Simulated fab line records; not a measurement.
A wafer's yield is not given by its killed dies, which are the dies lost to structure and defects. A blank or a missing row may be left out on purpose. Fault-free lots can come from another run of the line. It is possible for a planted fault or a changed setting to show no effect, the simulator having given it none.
Split-lot experiment | flow n5Finfet | route with 1938 steps; 7 lots, 21 wafers read

THE SPLIT
At N5_DUMMY_GATE_EXPOSE_12 (exposes mask GATE, target cd 25 nm), the setting doseMj was moved away from the recipe's 34 on 8 of the 21 wafers read, by -4.7% to +5.3%. This setting was run at the recipe's value on the other wafers.

FROM THE SPLIT TO THE READING: what the file shows between them, 2 steps
- N5_DUMMY_GATE_PEB_13: peb time 60 s
- N5_DUMMY_GATE_DEVELOP_14: develop time 30 s

THE READING
cdNm at N5_DUMMY_GATE_CD_MEAS_15, given in nm (cd target 25.8 nm). Fault-free wafers of this fab line usually give 25.02 nm, standard deviation 0.22 nm.

wafer  | tool, chamber at the split | doseMj as run | against the recipe | cdNm, nm | against lot-mates on the recipe
L077.1 | euvScanner-01, 0           | 34            | recipe             | 24.93    | -
L077.4 | euvScanner-01, 0           | 34            | recipe             | 24.96    | -
L077.6 | euvScanner-01, 0           | 33.29         | -2.1%              | 25.27    | +0.32
L080.2 | euvScanner-01, 0           | 34            | recipe             | 24.78    | -
L080.5 | euvScanner-01, 0           | 34            | recipe             | 24.37    | -
L080.6 | euvScanner-01, 0           | 34            | recipe             | 24.93    | -
L082.4 | euvScanner-02, 0           | 35.8          | +5.3%              | 23.72    | -1.09
L082.5 | euvScanner-02, 0           | 34            | recipe             | 24.88    | -
L082.6 | euvScanner-02, 0           | 34            | recipe             | 24.75    | -
L089.2 | euvScanner-01, 0           | 32.39         | -4.7%              | 26.26    | +0.98
L089.3 | euvScanner-01, 0           | 32.39         | -4.7%              | 25.94    | +0.66
L089.5 | euvScanner-01, 0           | 34            | recipe             | 25.28    | -
L090.3 | euvScanner-01, 0           | 35.79         | +5.3%              | 24.35    | -0.71
L090.5 | euvScanner-01, 0           | 34            | recipe             | 25.06    | -
L090.6 | euvScanner-01, 0           | 35.79         | +5.3%              | 24.55    | -0.51
L092.1 | euvScanner-01, 0           | 33.3          | -2.1%              | 25.10    | +0.01
L092.4 | euvScanner-01, 0           | 34            | recipe             | 25.09    | -
L092.5 | euvScanner-01, 0           | 33.3          | -2.1%              | 25.21    | +0.12
L096.3 | euvScanner-02, 0           | 34            | recipe             | 25.24    | -
L096.5 | euvScanner-02, 0           | 34            | recipe             | 25.17    | -
L096.6 | euvScanner-02, 0           | 34            | recipe             | 25.22    | -

THE FIT
A straight line over all 21 wafers: cdNm changes by -0.171 nm for each +1% of doseMj; r = -0.86; the points scatter about the line by 0.28 nm.
The same after taking each lot's own level away (the mean of its wafers on the recipe; 21 wafers): -0.148 nm for each +1%; r = -0.92; scatter 0.17 nm.
On that fit, the largest move of doseMj shifts the reading by 0.79 nm.
Measured against the standard deviation above, the lots' own levels, which go from 24.693 to 25.280 nm, span 2.7 times it.
In other words, the slope is changed by the lot-to-lot level; the two fits disagree.
Check: with one of the wafers moved furthest among these (+5.3%) left out of the fit, the line predicts -0.697 nm for it against its lot-mates. It came out at -1.09 nm against them.

THE OTHER SPLITS THESE WAFERS WENT THROUGH
Before the reading, these wafers also passed through other splits. Each is held against what the fit with the lots' levels taken away leaves over:
other split on the same wafers | wafers away from the commonest value | r with cdNm (lot level and that fit taken away)
N5_FIN_SAQP_ETCH_52 sourceW    | 7                                    | +0.32
N5_FIN_CUT_COAT_02 spinRpm     | 10                                   | -0.20
N5_FIN_CUT_ETCH_21 timeS       | 8                                    | -0.16

FILE'S OWN FIT
cdNm changes by -0.158 nm for each +1% of doseMj, r = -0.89.
